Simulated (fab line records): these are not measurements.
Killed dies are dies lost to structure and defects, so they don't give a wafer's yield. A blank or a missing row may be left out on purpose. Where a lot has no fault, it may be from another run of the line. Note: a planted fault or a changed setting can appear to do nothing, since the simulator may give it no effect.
A single fault, viewed from 3 desks / flow nand_harc / each desk has only its own numbers; what lay behind them comes last

## FROM THE METROLOGY DESK
What the gauges read, lot by lot, whatever tool the lot ran on: means of the sampled wafers that have a number. A lot is out of limits, marked OUT, if its mean lies more than 4 standard deviations from the usual mean; the brackets give that distance.
Columns: A = thk_nm at NHARC_A_SOURCE_PLATE_THK_MEAS_09, usual 9.9 nm; B = thk_nm at NHARC_A_ONON_D1_THK_MEAS_11, usual 1000 nm
lot=L881; first seen here=day 7 03:14; A=10.4; B=993
lot=L883; first seen here=day 7 18:09; A=9.7; B=1012
lot=L885; first seen here=day 8 22:05; A=11.4; B=1012
lot=L886; first seen here=day 9 04:10; A=9.5; B=1020
lot=L887; first seen here=day 9 14:25; A=9.8; B=996
lot=L888; first seen here=day 9 22:52; A=10.3; B=1011
lot=L889; first seen here=day 10 12:56; A=10.3; B=601 (-40) OUT
lot=L891; first seen here=day 11 13:31; A=10.2; B=577 (-42) OUT
lot=L898; first seen here=day 14 01:26; A=9.4; B=1002
lot=L899; first seen here=day 14 14:59; A=9.3; B=1012
lot=L900; first seen here=day 15 00:23; A=10.1; B=979
lot=L901; first seen here=day 15 07:49; A=8.9; B=1005
lot=L903; first seen here=day 16 06:00; A=11.2; B=987
lot=L904; first seen here=day 16 14:45; A=9.2; B=1006
Finding of this desk: L889, L891 out of limits; the first was L889 at day 11 04:16, on thk_nm at NHARC_A_ONON_D1_THK_MEAS_11. L881, L883, L885, L886, L887, L888, L898, L899, L900, L901, L903, L904: within limits.

## TOOL OWNER'S DESK, pecvd_onon-02
The tool's own readings at NHARC_A_ONON_D1_DEP_09 (target thk 1000 nm): means of the sampled wafers that have a number, for each lot that ran on this tool. A lot is out of limits, marked OUT, if its mean lies more than 4 standard deviations from the usual mean; the brackets give that distance.
Columns: A = susceptor_temp_C at NHARC_A_ONON_D1_DEP_09, usual 400.00 C
lot=L881; first seen here=day 7 17:32; A=399.95
lot=L886; first seen here=day 9 22:23; A=399.82
lot=L887; first seen here=day 10 04:50; A=399.81
lot=L888; first seen here=day 10 13:07; A=399.96
lot=L889; first seen here=day 11 03:53; A=400.11
lot=L891; first seen here=day 12 03:50; A=400.33
lot=L901; first seen here=day 15 23:59; A=400.22
Finding of this desk: none of the 7 lots has anything out of limits.

## THE DEFECT DESK
Counts from the inspections along the route, per lot, as means over the sampled wafers that have a number. A lot is out of limits, marked OUT, if its mean lies more than 4 standard deviations from the usual mean; the brackets give that distance.
Columns: A = raw_defect_count at NHARC_P_BONDPAD_INSPECT_23, usual 311
lot=L881; first seen here=day 6 17:35; A=471
lot=L883; first seen here=day 7 10:29; A=538
lot=L885; first seen here=day 8 11:58; A=472
lot=L886; first seen here=day 8 17:14; A=210
lot=L887; first seen here=day 9 04:53; A=294
lot=L888; first seen here=day 9 12:41; A=429
lot=L889; first seen here=day 10 02:47; A=314
lot=L891; first seen here=day 11 01:32; A=307
lot=L898; first seen here=day 13 15:25; A=211
lot=L899; first seen here=day 14 03:56; A=310
lot=L900; first seen here=day 14 14:56; A=296
lot=L901; first seen here=day 14 21:44; A=358
lot=L903; first seen here=day 15 19:58; A=305
lot=L904; first seen here=day 16 03:17; A=367
Finding of this desk: none of the 14 lots has anything out of limits.

## ALL TOGETHER
At day 11 04:16 the metrology desk could have sounded an alarm, on L889, L891.
The desk of the tool owner found nothing out of limits.
The defect desk saw nothing out of limits.
The tool owner's desk has L889, L891 on record, within its limits.
The defect desk has L889, L891 on record, within its limits.
The lots listed all ran NHARC_A_ONON_D1_DEP_09 on pecvd_onon-02.

## WHAT HAD BEEN PUT IN BY THE SIMULATOR
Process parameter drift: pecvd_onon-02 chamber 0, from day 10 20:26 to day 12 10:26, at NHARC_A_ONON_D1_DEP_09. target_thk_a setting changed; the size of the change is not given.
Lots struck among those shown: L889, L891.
Hours from the fault's start to each desk's first reading out of limits: the metrology desk, 8.
